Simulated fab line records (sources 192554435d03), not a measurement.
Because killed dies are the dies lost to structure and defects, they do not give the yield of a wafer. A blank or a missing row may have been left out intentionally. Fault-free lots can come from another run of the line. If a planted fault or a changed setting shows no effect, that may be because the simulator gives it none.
Struck lot and sound lot, side by side / flow n5 finfet / 19 steps out of a route of 1938
Sound: wafers L542.2, L542.3, L542.5. The struck wafers were L550.4, L550.5, L550.6. At the end, the cause is stated.
At each step with rows: each side's tool, then ch and its chambers, then its first start. Under that, the readings that differ: sound wafers / struck wafers / difference of the means / sigmas: that difference in standard deviations of wafers without a fault.
alike: words and numbers the same on both sides, and readings whose means are apart by under 2 such deviations; not compared: readings that were withheld, readings missing a value for some wafer, numbers with overlapping values and no deviation given by the record, and bounds like >300 which may hide the same value.
A row with sigmas, a row that says differs or no value, or rows on one side alone: a step with any of these is where the two part. Non-overlapping numbers with no deviation appear without sigmas and do not part them. Lack of a reading on every wafer of one side parts them only where that side has two or more wafers.

N5_GATE_CUT_CMP_23: polishes, stops on SiO2, t overpolish 23.4 s, target thk 16 nm.
  sound on cmp-04 ch 0,2, day 5 21:37; struck on cmp-03 ch 0,1,2, day 7 21:08
  alike: motor current A, overpolish run s, time to endpoint s
N5_GATE_CUT_THK_MEAS_24:
  sound: film metro-02 at day 5 21:54; struck: film metro-01 at day 7 21:21
  alike: GC_FILL_THK
N5_GATE_CUT_CMP_43: polishes SiO2.
  sound on cmp-03 ch 2,3, day 5 21:56; struck on cmp-01 ch 0,1,2, day 7 21:37
  alike: motor current A
N5_GATE_CUT_CMP_61: polishes, stops on SiNx, t overpolish 3 s.
  sound on cmp-03 ch 2,3, day 5 22:25; struck on cmp-01 ch 0,1,2, day 7 21:57
  alike: motor current A
N5_GATE_CUT_INSPECT_26: inspects for defects (darkfield).
  sound: defect inspect-01 at day 5 22:38; struck: defect inspect-02 at day 7 22:05
  alike: raw defect count
then, 6 steps without rows for these wafers: N5_MOL_CONTACT_COAG_COAT_103 (time 60 s, resist thk 80 nm); N5_MOL_CONTACT_COAG_COAT_104 (time 60 s, resist thk 12 nm); N5_MOL_CONTACT_COAG_COAT_58 (time 60 s, resist thk 10 nm); N5_MOL_CONTACT_COAG_COAT_02 (resist thk 30 nm); N5_MOL_CONTACT_COAG_EBR_04; N5_MOL_CONTACT_COAG_SOFTBAKE_03 (time 60 s).
N5_MOL_CONTACT_COAG_EXPOSE_05: exposes mask CA, defocus 0 nm.
  sound on euv scanner-02 ch 0, day 5 22:49; struck on euv scanner-02 ch 0, day 7 22:24
reading=model.MOL_CONTACT_COAG.overlay x nm (nm); sound=0 0 0; struck=3.4 3.4 3.4; difference=+3.4; sigmas=
  alike: mask
then, 2 steps without rows for these wafers: N5_MOL_CONTACT_COAG_PEB_06 (peb time 60 s); N5_MOL_CONTACT_COAG_DEVELOP_07 (develop time 30 s).
N5_MOL_CONTACT_COAG_CD_MEAS_08: target cd 28 nm.
  sound on cd sem-02 ch 0, day 5 22:57; struck on cd sem-01 ch 0, day 7 22:31
  alike: cd nm
N5_MOL_CONTACT_COAG_OVL_MEAS_09:
  sound on overlay-02 ch 0, day 5 22:59; struck on overlay-02 ch 0, day 7 22:34
reading=CA_OVL (nm); sound=0.4 -0.6 -0.3; struck=3.7 2.8 3.6; difference=+3.5; sigmas=+5
N5_MOL_CONTACT_COAG_INSPECT_10: inspects for defects (brightfield).
  sound: defect inspect-01 at day 5 23:02; struck: defect inspect-02 at day 7 22:37
  alike: raw defect count
-- the record jumps here: 4 days lie between the struck wafers' starts before and after (it left off in module MOL_CONTACT_COAG and takes up again in module BEOL_M4, whose first step shown is number 1111 of the route) --
N5_BEOL_M4_RC_MEAS_101:
  sound on prober-02 ch 0, day 9 00:53; struck on prober-01 ch 0, day 11 21:01
  alike: DIBL_N, DIBL_P, IOFF_N, IOFF_P, ION_N, ION_P, SS_N, SS_P, VT_N, VT_P
-- the record jumps here: 4 days lie between the struck wafers' starts before and after (it left off in module BEOL_M4 and takes up again in module PASSIVATION, whose first step shown is number 1936 of the route) --
N5_PASSIVATION_PROBE_49:
  the record has rows for the struck wafers here (prober-01, day 16 02:14) and none for the sound ones

== WHERE THEY PART ==
Earliest at N5_MOL_CONTACT_COAG_OVL_MEAS_09; latest, in this record, at N5_PASSIVATION_PROBE_49.

WHY: what the simulator had put in
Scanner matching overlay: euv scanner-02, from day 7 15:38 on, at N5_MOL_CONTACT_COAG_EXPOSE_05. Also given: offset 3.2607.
